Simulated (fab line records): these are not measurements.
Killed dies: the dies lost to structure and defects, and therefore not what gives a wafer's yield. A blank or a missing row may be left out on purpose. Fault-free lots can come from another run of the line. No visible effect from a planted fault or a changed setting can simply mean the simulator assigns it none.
Lot-split experiment :: flow n5-finfet :: on a route of 1938 steps: 7 lots, 39 wafers read

## THE SPLIT
At N5_BEOL_M0_SAQP_ETCH_106 (etches SOC in N2/H2, stops on SiNx, target depth 150 nm), the setting target-depth-a was moved away from the recipe's 1500 angstrom on 15 of the 39 wafers read, by -33.8% to +36.9%. For the rest of the wafers, this setting stayed at what the recipe calls for.

Between the split and the reading, the file records no step.

## THE READING
SOC_of_BEOL_M0_SAQP_COAT_105.thk-nm (the simulator's own value, which no gauge read), in nm, at N5_BEOL_M0_SAQP_ETCH_107 (etches SiNx in CH3F/O2, target depth 30 nm). There is no usual value for it anywhere in the file. Here, 24 wafers ran the recipe; their average is 12.5 nm with a standard deviation of 2 nm.

wafer: L074.1
tool, chamber at the split: rie-diel-02, 1
target-depth-a as run, angstrom: 992.7
against the recipe: -33.8%
SOC_of_BEOL_M0_SAQP_COAT_105.thk-nm, nm: 38.2
against lot-mates on the recipe: +24.7

wafer: L074.2
tool, chamber at the split: rie-diel-02, 0
target-depth-a as run, angstrom: 1500
against the recipe: recipe
SOC_of_BEOL_M0_SAQP_COAT_105.thk-nm, nm: 12
against lot-mates on the recipe: -

wafer: L074.4
tool, chamber at the split: rie-diel-02, 3
target-depth-a as run, angstrom: 1500
against the recipe: recipe
SOC_of_BEOL_M0_SAQP_COAT_105.thk-nm, nm: 12
against lot-mates on the recipe: -

wafer: L074.3
tool, chamber at the split: rie-diel-02, 2
target-depth-a as run, angstrom: 992.7
against the recipe: -33.8%
SOC_of_BEOL_M0_SAQP_COAT_105.thk-nm, nm: 41.4
against lot-mates on the recipe: +27.9

wafer: L074.5
tool, chamber at the split: rie-diel-02, 2
target-depth-a as run, angstrom: 1500
against the recipe: recipe
SOC_of_BEOL_M0_SAQP_COAT_105.thk-nm, nm: 16.4
against lot-mates on the recipe: -

wafer: L074.6
tool, chamber at the split: rie-diel-02, 1
target-depth-a as run, angstrom: 992.7
against the recipe: -33.8%
SOC_of_BEOL_M0_SAQP_COAT_105.thk-nm, nm: 38
against lot-mates on the recipe: +24.5

wafer: L079.2
tool, chamber at the split: rie-diel-02, 2
target-depth-a as run, angstrom: 1500
against the recipe: recipe
SOC_of_BEOL_M0_SAQP_COAT_105.thk-nm, nm: 17
against lot-mates on the recipe: -

wafer: L079.5
tool, chamber at the split: rie-diel-02, 1
target-depth-a as run, angstrom: 1500
against the recipe: recipe
SOC_of_BEOL_M0_SAQP_COAT_105.thk-nm, nm: 13.4
against lot-mates on the recipe: -

wafer: L079.6
tool, chamber at the split: rie-diel-02, 0
target-depth-a as run, angstrom: 1500
against the recipe: recipe
SOC_of_BEOL_M0_SAQP_COAT_105.thk-nm, nm: 13
against lot-mates on the recipe: -

wafer: L086.1
tool, chamber at the split: rie-diel-02, 3,0
target-depth-a as run, angstrom: 1734
against the recipe: +15.6%
SOC_of_BEOL_M0_SAQP_COAT_105.thk-nm, nm: 0
against lot-mates on the recipe: -13.2

wafer: L086.6
tool, chamber at the split: rie-diel-02, 3
target-depth-a as run, angstrom: 1734
against the recipe: +15.6%
SOC_of_BEOL_M0_SAQP_COAT_105.thk-nm, nm: 0
against lot-mates on the recipe: -13.2

wafer: L086.2
tool, chamber at the split: rie-diel-02, 1
target-depth-a as run, angstrom: 1500
against the recipe: recipe
SOC_of_BEOL_M0_SAQP_COAT_105.thk-nm, nm: 10.8
against lot-mates on the recipe: -

wafer: L086.3
tool, chamber at the split: rie-diel-02, 3,0
target-depth-a as run, angstrom: 1734
against the recipe: +15.6%
SOC_of_BEOL_M0_SAQP_COAT_105.thk-nm, nm: 0.2
against lot-mates on the recipe: -13.0

wafer: L086.4
tool, chamber at the split: rie-diel-02, 2
target-depth-a as run, angstrom: 1500
against the recipe: recipe
SOC_of_BEOL_M0_SAQP_COAT_105.thk-nm, nm: 16
against lot-mates on the recipe: -

wafer: L086.5
tool, chamber at the split: rie-diel-02, 0
target-depth-a as run, angstrom: 1500
against the recipe: recipe
SOC_of_BEOL_M0_SAQP_COAT_105.thk-nm, nm: 12.8
against lot-mates on the recipe: -

wafer: L090.1
tool, chamber at the split: rie-diel-02, 3
target-depth-a as run, angstrom: 1500
against the recipe: recipe
SOC_of_BEOL_M0_SAQP_COAT_105.thk-nm, nm: 12.2
against lot-mates on the recipe: -

wafer: L090.4
tool, chamber at the split: rie-diel-02, 1
target-depth-a as run, angstrom: 1500
against the recipe: recipe
SOC_of_BEOL_M0_SAQP_COAT_105.thk-nm, nm: 12.2
against lot-mates on the recipe: -

wafer: L090.2
tool, chamber at the split: rie-diel-02, 0
target-depth-a as run, angstrom: 1996
against the recipe: +33.1%
SOC_of_BEOL_M0_SAQP_COAT_105.thk-nm, nm: 0
against lot-mates on the recipe: -12.1

wafer: L090.3
tool, chamber at the split: rie-diel-02, 2
target-depth-a as run, angstrom: 1996
against the recipe: +33.1%
SOC_of_BEOL_M0_SAQP_COAT_105.thk-nm, nm: 0
against lot-mates on the recipe: -12.1

wafer: L090.5
tool, chamber at the split: rie-diel-02, 0
target-depth-a as run, angstrom: 1996
against the recipe: +33.1%
SOC_of_BEOL_M0_SAQP_COAT_105.thk-nm, nm: 0
against lot-mates on the recipe: -12.1

wafer: L090.6
tool, chamber at the split: rie-diel-02, 1
target-depth-a as run, angstrom: 1500
against the recipe: recipe
SOC_of_BEOL_M0_SAQP_COAT_105.thk-nm, nm: 12
against lot-mates on the recipe: -

wafer: L091.1
tool, chamber at the split: rie-diel-02, 0
target-depth-a as run, angstrom: 1500
against the recipe: recipe
SOC_of_BEOL_M0_SAQP_COAT_105.thk-nm, nm: 11
against lot-mates on the recipe: -

wafer: L091.3
tool, chamber at the split: rie-diel-02, 1
target-depth-a as run, angstrom: 1500
against the recipe: recipe
SOC_of_BEOL_M0_SAQP_COAT_105.thk-nm, nm: 11
against lot-mates on the recipe: -

wafer: L091.2
tool, chamber at the split: rie-diel-02, 3
target-depth-a as run, angstrom: 1500
against the recipe: recipe
SOC_of_BEOL_M0_SAQP_COAT_105.thk-nm, nm: 10.4
against lot-mates on the recipe: -

wafer: L091.4
tool, chamber at the split: rie-diel-02, 2
target-depth-a as run, angstrom: 1500
against the recipe: recipe
SOC_of_BEOL_M0_SAQP_COAT_105.thk-nm, nm: 17.4
against lot-mates on the recipe: -

wafer: L091.5
tool, chamber at the split: rie-diel-02, 3
target-depth-a as run, angstrom: 1500
against the recipe: recipe
SOC_of_BEOL_M0_SAQP_COAT_105.thk-nm, nm: 10.8
against lot-mates on the recipe: -

wafer: L091.6
tool, chamber at the split: rie-diel-02, 0
target-depth-a as run, angstrom: 1500
against the recipe: recipe
SOC_of_BEOL_M0_SAQP_COAT_105.thk-nm, nm: 10.2
against lot-mates on the recipe: -

wafer: L092.1
tool, chamber at the split: rie-diel-01, 2
target-depth-a as run, angstrom: 1500
against the recipe: recipe
SOC_of_BEOL_M0_SAQP_COAT_105.thk-nm, nm: 13
against lot-mates on the recipe: -

wafer: L092.2
tool, chamber at the split: rie-diel-01, 1,0,2
target-depth-a as run, angstrom: 2053
against the recipe: +36.9%
SOC_of_BEOL_M0_SAQP_COAT_105.thk-nm, nm: 0
against lot-mates on the recipe: -11.7

wafer: L092.3
tool, chamber at the split: rie-diel-01, 1,0,2
target-depth-a as run, angstrom: 2053
against the recipe: +36.9%
SOC_of_BEOL_M0_SAQP_COAT_105.thk-nm, nm: 0
against lot-mates on the recipe: -11.7

wafer: L092.5
tool, chamber at the split: rie-diel-01, 1,0,2
target-depth-a as run, angstrom: 2053
against the recipe: +36.9%
SOC_of_BEOL_M0_SAQP_COAT_105.thk-nm, nm: 0
against lot-mates on the recipe: -11.7

wafer: L092.4
tool, chamber at the split: rie-diel-01, 3
target-depth-a as run, angstrom: 1500
against the recipe: recipe
SOC_of_BEOL_M0_SAQP_COAT_105.thk-nm, nm: 11.2
against lot-mates on the recipe: -

wafer: L092.6
tool, chamber at the split: rie-diel-01, 3
target-depth-a as run, angstrom: 1500
against the recipe: recipe
SOC_of_BEOL_M0_SAQP_COAT_105.thk-nm, nm: 11
against lot-mates on the recipe: -

wafer: L093.1
tool, chamber at the split: rie-diel-02, 1
target-depth-a as run, angstrom: 1252
against the recipe: -16.5%
SOC_of_BEOL_M0_SAQP_COAT_105.thk-nm, nm: 24.6
against lot-mates on the recipe: +12.9

wafer: L093.2
tool, chamber at the split: rie-diel-02, 0,3
target-depth-a as run, angstrom: 1500
against the recipe: recipe
SOC_of_BEOL_M0_SAQP_COAT_105.thk-nm, nm: 11.6
against lot-mates on the recipe: -

wafer: L093.6
tool, chamber at the split: rie-diel-02, 0,3
target-depth-a as run, angstrom: 1500
against the recipe: recipe
SOC_of_BEOL_M0_SAQP_COAT_105.thk-nm, nm: 11.6
against lot-mates on the recipe: -

wafer: L093.3
tool, chamber at the split: rie-diel-02, 3
target-depth-a as run, angstrom: 1500
against the recipe: recipe
SOC_of_BEOL_M0_SAQP_COAT_105.thk-nm, nm: 11.8
against lot-mates on the recipe: -

wafer: L093.4
tool, chamber at the split: rie-diel-02, 2
target-depth-a as run, angstrom: 1252
against the recipe: -16.5%
SOC_of_BEOL_M0_SAQP_COAT_105.thk-nm, nm: 28.4
against lot-mates on the recipe: +16.7

wafer: L093.5
tool, chamber at the split: rie-diel-02, 0
target-depth-a as run, angstrom: 1252
against the recipe: -16.5%
SOC_of_BEOL_M0_SAQP_COAT_105.thk-nm, nm: 25.2
against lot-mates on the recipe: +13.5
If several chambers appear in one row, that row covers several wafers at once and the file leaves open which wafer was in which chamber.

FIT RESULTS
A straight line over all 39 wafers: SOC_of_BEOL_M0_SAQP_COAT_105.thk-nm changes by -0.549 nm for each +1% of target-depth-a; r = -0.93; the points scatter about the line by 4 nm.
The same after taking each lot's own level away (the mean of its wafers on the recipe; 39 wafers): -0.536 nm for each +1%; r = -0.92; scatter 4 nm.
On that fit, the largest move of target-depth-a shifts the reading by 20 nm.
Measured against the standard deviation above, the lots' own levels, which go from 11.67 to 14.47 nm, span 1.4 times it.
The two slopes agree, so the slope changes little with the lot-to-lot level.
Check: with one of the wafers moved furthest among these (+36.9%) left out of the fit, the line predicts -19 nm for it against its lot-mates. It came out at -11.7 nm against them.

## FURTHER SPLITS ON THESE WAFERS
These wafers also went through other splits before the reading. Each is held against what the fit with the lots' levels taken away leaves over:
other split on the same wafers: N5_PMOS_HMC_CHANNEL_EPI_DEVELOP_08 develop-time-s
wafers away from the commonest value: 12
r with SOC_of_BEOL_M0_SAQP_COAT_105.thk-nm (lot level and that fit taken away): -0.23

other split on the same wafers: N5_SD_EPI_N_ETCH_16 target-depth-a
wafers away from the commonest value: 15
r with SOC_of_BEOL_M0_SAQP_COAT_105.thk-nm (lot level and that fit taken away): -0.25

## THE WHOLE CHAIN: every reading that the file lists as answering this split, in the file's order
step: N5_BEOL_M0_SAQP_ETCH_106
what it does: etches SOC in N2/H2, stops on SiNx, target depth 150 nm
reading: SOC_of_BEOL_M0_SAQP_COAT_105.thk-nm (the simulator's own value, which no gauge read)
change (the file's fit): -0.696 nm for each +1% of the setting
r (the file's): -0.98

step: N5_BEOL_M0_SAQP_ETCH_107
what it does: etches SiNx in CH3F/O2, target depth 30 nm
reading: SOC_of_BEOL_M0_SAQP_COAT_105.thk-nm (the simulator's own value, which no gauge read)
change (the file's fit): -0.522 nm for each +1% of the setting
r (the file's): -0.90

## THE FILE'S OWN FIT
SOC_of_BEOL_M0_SAQP_COAT_105.thk-nm changes by -0.522 nm for each +1% of target-depth-a, r = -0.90.
